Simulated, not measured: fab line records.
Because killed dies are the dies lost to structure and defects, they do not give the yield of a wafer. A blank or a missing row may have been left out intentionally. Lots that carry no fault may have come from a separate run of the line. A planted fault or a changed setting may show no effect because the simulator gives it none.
8D (eight disciplines) problem report, filled in by code ; flow nandHarc ; the parts of the form that need people (team, actions taken, sign-off) are left out

## 1. THE ISSUE
Mean of killedDies at NHARC_END_SORT_01: 284 across 6 wafers in 2 lots; on wafers with no fault it is 58 (standard deviation 20). That is +11 standard deviations from the usual mean.
The first sign was on wafer L615.2 at day 28 12:35, on prober-01. The record has a number at this step for 39 wafers belonging to 13 lots. Rule for "out" (also "out of limits"): further than 4 standard deviations from the usual mean. The rest of the wafers with a number are treated as sound.

## 2. WHAT IT IS, AND WHAT IT ISN'T
question;is;is not
which readings at this step;killedDies, killedAtArray;killedAtOther, killedShort
which lots;L615, L616;L605, L606, L607, L610, L611, L612, L618, L625, L626, L627, L628
which wafers of those lots;all that have a number;-
read on which gauges;prober-01, prober-02;-
when;from day 28 12:35;"up to then (18 sound wafers); but 15 sound wafers of L618, L625, L626, L627, L628 came after"

## 3. WHAT RULES OUT EACH SUSPECT
Counting: a tool at any process step up to the reading remains a suspect when it ran all the lots that are out and ran no sound lot after the first of those.
- the gauge at NHARC_END_SORT_01: ruled out. Those wafers that are out were read across 2 gauges (prober-01, prober-02).
- pvdSputter-02 at NHARC_A_BLC_PVD_32 (deposits Ti, target thk 5 nm, time 17.7 s): ruled out as a lasting fault. Sound lots L625, L627 ran on it after its first lot that is out, L616 (day 26 17:05).
Left after counting: nothing in the record.

## 4. THE CAUSE (what the simulator had put in)
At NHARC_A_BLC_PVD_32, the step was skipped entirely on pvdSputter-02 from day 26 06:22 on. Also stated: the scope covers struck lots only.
Counting ruled it out, wrongly: the rule takes a fault to strike every lot that its tool runs from its start on, and this one did not.

## 5. THE EFFECT CHAIN, in route order
Each row: a reading where the mean over the struck wafers with a number is more than 3 standard deviations away from the usual. Scope: only readings with a usual standard deviation given in the record; hours: median across lots of the time from each lot's start at the first step in this table that gives one to its start at this step; sigmas: change in usual standard deviations.
hours;step;reading;usual;on struck wafers;change;sigmas
0;NHARC_END_SORT_01;killedAtArray;54;278;+224;+11
0;NHARC_END_SORT_01;killedDies;58;284;+226;+11
Readings that are blank on the struck wafers while sound wafers have them: cathodeDcPowerW at NHARC_A_BLC_PVD_32; chamberPressurePa at NHARC_A_BLC_PVD_32; throttleValvePct at NHARC_A_BLC_PVD_32.

## 6. HOW IT WOULD HAVE BEEN CAUGHT EARLIER
Counted from the fault's start at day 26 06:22, it took 54 hours until the first out-of-limits reading at a measuring or inspecting step in this record, taken at day 28 12:35.
At NHARC_A_BLC_PVD_32 the tool's readings are blank on the struck wafers, where sound wafers have them: an empty tool record is the first sign, and it was there at once.
